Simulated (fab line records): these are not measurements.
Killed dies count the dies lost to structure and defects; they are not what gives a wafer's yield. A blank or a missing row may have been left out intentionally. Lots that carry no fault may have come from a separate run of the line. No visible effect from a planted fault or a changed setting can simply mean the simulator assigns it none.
Struck lot and sound lot, side by side	flow nandHarc	18 out of 1302 route steps
Sound: the wafers L870.3, L870.4, L870.6. The struck wafers were L883.1, L883.2, L883.3. The cause is named last.
At each step with rows: each side's tool, then ch and its chambers, then its first start. Under that, the readings that differ: sound wafers	struck wafers	difference of the means	sigmas: that difference in standard deviations of wafers without a fault.
alike: same words and numbers on both sides, and readings whose means sit less than 2 such deviations apart. not compared: any withheld reading, any reading some wafer has no value for, any bound like >300 that may hide the same value, and any number with overlapping values for which the record gives no deviation.
Wherever a step has rows on one side only, a row that says differs or no value, or a row with sigmas, the two part there. Numbers that don't overlap but have no deviation are shown without sigmas and don't part them. A reading missing from all wafers of one side parts the sides only when that side holds two or more wafers.

NHARC_P_ZERO_WELL_CD_MEAS_24: target cd 720 nm.
  sound on cdSem-01 ch 0, day 2 08:28; struck on cdSem-02 ch 0, day 7 18:28
  alike: cdNm
then, 1 step without rows for these wafers: NHARC_P_ZERO_WELL_HARDBAKE_25 (time 80 s).
NHARC_P_ZERO_WELL_DESCUM_26: chemistry O2, time 3 s.
  sound on rieDiel-10 ch 0,2, day 2 08:39; struck on rieDiel-10 ch 0,1,3, day 7 18:38
reading	sound	struck	difference	sigmas
oesProductAu (a.u.)	1.013 1.022 1.016	0.990 0.993 0.993	-0.025	-2
  alike: drypumpMotorCurrentA, rfVppV, showerheadPlenumPTorr, throttleValvePct
  not compared: rfHoursCounterH
then, 9 steps without rows for these wafers: NHARC_P_ZERO_WELL_IMPLANT_27; NHARC_P_ZERO_WELL_IMPLANT_57; NHARC_P_ZERO_WELL_IMPLANT_58; NHARC_P_ZERO_WELL_STRIP_28 (strips in SPM, time 840 s); NHARC_P_ZERO_WELL_DEHYDRATE_29 (time 120 s); NHARC_P_ZERO_WELL_HMDS_30 (time 30 s); NHARC_P_ZERO_WELL_COAT_31; NHARC_P_ZERO_WELL_SOFTBAKE_32 (time 95 s); NHARC_P_ZERO_WELL_EBR_33.
NHARC_P_ZERO_WELL_EXPOSE_34: exposes mask P PWELL, target cd 720 nm.
  sound on krfScanner-04 ch 0, day 2 09:59; struck on krfScanner-02 ch 0, day 7 19:58
reading	sound	struck	difference	sigmas
mask	P_PWELL#0 P_PWELL#0 P_PWELL#0	P_HVPW#0 P_HVPW#0 P_HVPW#0	differs	
  alike: exposureDoseMJCm2, focusOffsetNm
then, 2 steps without rows for these wafers: NHARC_P_ZERO_WELL_PEB_35 (peb time 85 s); NHARC_P_ZERO_WELL_DEVELOP_36 (time 70 s).
NHARC_P_ZERO_WELL_CD_MEAS_37: target cd 720 nm.
  sound on cdSem-01 ch 0, day 2 10:08; struck on cdSem-03 ch 0, day 7 20:07
reading	sound	struck	difference	sigmas
cdNm (nm)	716.8 719.1 719.9	- - -	no value on the struck wafers	
then, 1 step without rows for these wafers: NHARC_P_ZERO_WELL_HARDBAKE_38 (time 80 s).
-- record jumps: 24 days between struck wafers' starts before vs after; left off in module P_ZERO_WELL, resumes in module END, first step shown is number 1302 of the route --
NHARC_END_SORT_01:
  here the record holds rows for the struck wafers (prober-01 ch 0, day 31 19:11) but none for the sound ones

## WHERE THEY PART
Last at NHARC_END_SORT_01 as far as this record goes, first at NHARC_P_ZERO_WELL_DESCUM_26.

WHY: what the simulator had put in
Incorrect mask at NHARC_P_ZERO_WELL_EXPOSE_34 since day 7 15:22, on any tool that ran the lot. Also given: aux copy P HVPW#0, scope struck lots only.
